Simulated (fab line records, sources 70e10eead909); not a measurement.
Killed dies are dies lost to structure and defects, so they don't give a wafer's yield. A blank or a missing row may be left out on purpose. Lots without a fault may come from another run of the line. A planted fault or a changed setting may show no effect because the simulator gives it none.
Chamber matching | flow nand_harc | NHARC_A_BLC_STRIP_21 on rie_diel-12: 4 sister chambers
The step strips in O2. 27 wafers are shown with their chamber, then 12 later ones without.

WAFERS WITH THEIR CHAMBER
wafer  | chamber | showerhead_plenum_p_Torr (Torr) | drypump_motor_current_A (A) | oes_product_au (a.u.)
L075.2 | 0       | 3.62                            | 5.7                         | 1.003
L075.4 | 3       | 3.51                            | 4.9                         | 0.997
L075.6 | 1       | 3.68                            | 5.6                         | 1.015
L080.2 | 0       | 3.62                            | 5.7                         | 1.015
L080.3 | 1       | 3.68                            | 5.6                         | 1.008
L080.6 | 3       | 3.51                            | 4.9                         | 1.012
L081.2 | 2       | 3.39                            | 6.1                         | 1.013
L081.3 | 1       | 3.68                            | 5.6                         | 0.998
L081.4 | 0       | 3.62                            | 5.7                         | 1.018
L083.1 | 3       | 3.51                            | 4.8                         | 1.005
L083.2 | 0       | 3.62                            | 5.7                         | 1.020
L083.5 | 0       | 3.62                            | 5.7                         | 1.011
L084.3 | 3       | 3.51                            | 4.8                         | 1.002
L084.5 | 2       | 3.39                            | 6.1                         | 1.002
L084.6 | 1       | 3.68                            | 5.6                         | 1.007
L087.1 | 1       | 3.68                            | 5.6                         | 1.019
L087.4 | 2       | 3.39                            | 6.1                         | 1.006
L087.5 | 0       | 3.62                            | 5.7                         | 1.017
L090.1 | 1       | 3.68                            | 5.6                         | 1.015
L090.3 | 0       | 3.62                            | 5.7                         | 1.003
L090.5 | 1       | 3.68                            | 5.6                         | 1.006
L092.2 | 1       | 3.68                            | 5.6                         | 1.011
L092.3 | 2       | 3.39                            | 6.1                         | 0.994
L092.6 | 3       | 3.51                            | 4.8                         | 1.001
L094.2 | 3       | 3.50                            | 4.8                         | 0.991
L094.3 | 0       | 3.62                            | 5.7                         | 1.009
L094.4 | 2       | 3.39                            | 6.1                         | 0.993

SIGNATURES (means of the wafers above)
reading                  | chamber 0 | chamber 1 | chamber 2 | chamber 3 | scatter within a chamber
showerhead_plenum_p_Torr | 3.6200    | 3.6800    | 3.3900    | 3.5083    | 0.0019
drypump_motor_current_A  | 5.700     | 5.600     | 6.100     | 4.833     | 0.0241
oes_product_au           | 1.01200   | 1.00987   | 1.00160   | 1.00133   | 0.00706
Rule: a wafer's distance from a chamber is the root of the sum, over the readings, of the square of ((its reading less the chamber's mean) divided by the reading's scatter). The wafer belongs to the nearest chamber; if the next one is less than 2 further off, it can't be placed. The scatter: the root of (the sum of the squares of (reading less its chamber's mean) over the shown wafers, divided by (wafers less chambers)).

WAFERS WITHOUT THEIR CHAMBER
wafer  | showerhead_plenum_p_Torr (Torr) | drypump_motor_current_A (A) | oes_product_au (a.u.)
L095.1 | 3.67                            | 5.6                         | 1.016
L095.2 | 3.39                            | 6.1                         | 1.001
L095.3 | 3.62                            | 5.7                         | 1.017
L093.1 | 3.39                            | 6.1                         | 0.997
L093.3 | 3.67                            | 5.6                         | 1.005
L093.4 | 3.50                            | 4.8                         | 1.006
L096.2 | 3.50                            | 4.9                         | 0.990
L096.5 | 3.62                            | 5.7                         | 1.007
L096.6 | 3.67                            | 5.6                         | 1.002
L097.1 | 3.62                            | 5.7                         | 1.009
L097.3 | 3.67                            | 5.6                         | 1.003
L097.5 | 3.39                            | 6.1                         | 0.993

WHICH CHAMBER EACH WENT THROUGH
wafer  | from the rows above | in truth
L095.1 | 1                   | 1
L095.2 | 2                   | 2
L095.3 | 0                   | 0
L093.1 | 2                   | 2
L093.3 | 1                   | 1
L093.4 | 3                   | 3
L096.2 | 3                   | 3
L096.5 | 0                   | 0
L096.6 | 1                   | 1
L097.1 | 0                   | 0
L097.3 | 1                   | 1
L097.5 | 2                   | 2
Placed correctly: 12 of 12. Can't be placed from these rows: 0. Placed wrongly: 0.
